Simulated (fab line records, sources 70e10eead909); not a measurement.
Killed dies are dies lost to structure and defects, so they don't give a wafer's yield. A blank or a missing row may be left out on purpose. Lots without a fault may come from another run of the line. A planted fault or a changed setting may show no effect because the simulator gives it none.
A struck lot beside a sound one | flow nand_harc | 15 steps out of a route of 1159
Sound: wafers L369.1, L369.2, L369.5. Struck: wafers L358.2, L358.3, L358.5. The cause comes at the end.
At each step with rows: each side's tool, then ch and its chambers, then its first start. Under that, the readings that differ: sound wafers | struck wafers | difference of the means | sigmas: that difference in standard deviations of wafers without a fault.
alike: readings whose means differ by less than 2 such deviations, and words and numbers that are the same on both sides. not compared: withheld readings, readings that some wafer has no value for, bounds like >300 that may hide the same value, and numbers for which the record gives no deviation and whose values overlap.
The two part at a step that has a row with sigmas, a row that says differs or no value, or rows on one side only. Numbers that don't overlap but have no deviation are shown without sigmas and don't part them. A reading that every wafer of one side lacks parts them only if that side has two wafers or more.

first, 4 steps without rows for these wafers: NHARC_A_CONTACT_EBR_65; NHARC_A_CONTACT_EXPOSE_66 (exposes mask A CC 2); NHARC_A_CONTACT_PEB_67 (peb time 65 s); NHARC_A_CONTACT_DEVELOP_68 (develop time 35 s).
NHARC_A_CONTACT_CD_MEAS_69: target cd 200 nm.
  sound on cd_sem-02 ch 0, day 22 13:00; struck on cd_sem-02 ch 0, day 19 12:43
  alike: cd_nm
NHARC_A_CONTACT_OVL_MEAS_70:
  sound on overlay-01, day 22 13:05; struck on overlay-01, day 19 12:47
  alike: overlay_x_nm, overlay_y_nm
NHARC_A_CONTACT_INSPECT_71:
  sound on defect_inspect-02, day 22 13:08; struck on defect_inspect-02, day 19 12:50
  reading          | sound    | struck   | difference | sigmas
  raw_defect_count | 17 14 22 | 52 53 40 | +31        | +2
then, 1 step without rows for these wafers: NHARC_A_CONTACT_DESCUM_74 (chemistry O2, time 3 s).
NHARC_A_CONTACT_ETCH_75: etches the open film in CF4, target depth 39 nm, time 65 s.
  sound on rie_diel-13 ch 0,2,3, day 22 13:19; struck on rie_diel-13 ch 0,2,3, day 19 13:00
  alike: bias_w, cf4_flow_sccm, drypump_motor_current_A, oes_product_au, rf_vpp_V, showerhead_plenum_p_Torr, throttle_valve_pct
  not compared: rf_hours_counter_h
NHARC_A_CONTACT_ETCH_76: etches the open film in N2/H2, target depth 260 nm, time 475.3 s.
  sound on rie_diel-13 ch 0,2; struck on rie_diel-13 ch 1,3
  reading               | sound             | struck            | difference | sigmas
  oes_product_au (a.u.) | 1.008 1.001 1.013 | 0.985 0.992 0.985 | -0.020     | -2
  alike: bias_w, chamber_pressure_mTorr, drypump_motor_current_A, h2_flow_sccm, rf_vpp_V, showerhead_plenum_p_Torr, throttle_valve_pct
  not compared: rf_hours_counter_h
NHARC_A_CONTACT_ETCH_77: etches the open film in CF4/CHF3, target depth 72.6 nm, time 36.3 s.
  sound on rie_diel-13 ch 1,3; struck on rie_diel-13 ch 0,3
  alike: bias_w, cf4_flow_sccm, drypump_motor_current_A, oes_product_au, rf_vpp_V, showerhead_plenum_p_Torr, throttle_valve_pct
  not compared: rf_hours_counter_h
NHARC_A_CONTACT_ETCH_78: etches the open film in O2/COS, target depth 2800 nm, time 728 s.
  sound on rie_diel-13 ch 0,1,2; struck on rie_diel-13 ch 0,1,2
  alike: bias_w, chamber_pressure_mTorr, drypump_motor_current_A, oes_product_au, rf_vpp_V, showerhead_plenum_p_Torr, throttle_valve_pct
  not compared: rf_hours_counter_h
NHARC_A_CONTACT_ETCH_124: etches the open film in C4F8/O2/Ar, time 140 s, target depth 700 nm.
  sound on har_cap_etch-02 ch 0,1, day 22 14:22; struck on har_cap_etch-01 ch 0,1, day 19 14:05
  no value came back on the struck wafers for chamber_pressure_mTorr (mTorr), oes_air_line_au (a.u.); on the sound wafers chamber_pressure_mTorr (mTorr) reads 20.035 19.998 20.032
  not compared: rf_hours_counter_h
NHARC_A_CONTACT_ETCH_125: etches the open film in C4F8/O2/Ar, time 155 s, target depth 956 nm.
  sound on har_cap_etch-02 ch 0,1, day 22 14:34; struck on har_cap_etch-01 ch 0,1, day 19 14:16
  alike: chamber_pressure_mTorr, oes_air_line_au
  not compared: rf_hours_counter_h
-- the record jumps here: 3 days lie between the struck wafers' starts before and after (it left off in module A_CONTACT and takes up again in module END, whose first step shown is number 1159 of the route) --
NHARC_END_SORT_01:
  sound on prober-01 ch 0, day 25 00:16; struck on prober-02 ch 0, day 22 10:44
  reading         | sound    | struck      | difference | sigmas
  killed_at_array | 25 21 25 | 668 671 671 | +646       | +65
  killed_dies     | 29 27 28 | 677 677 677 | +649       | +59
  alike: killed_at_other, killed_at_periphery, killed_open, killed_short

WHERE THEY PART
First at NHARC_A_CONTACT_INSPECT_71; last, within this record, at NHARC_END_SORT_01.

WHY: what the simulator had put in
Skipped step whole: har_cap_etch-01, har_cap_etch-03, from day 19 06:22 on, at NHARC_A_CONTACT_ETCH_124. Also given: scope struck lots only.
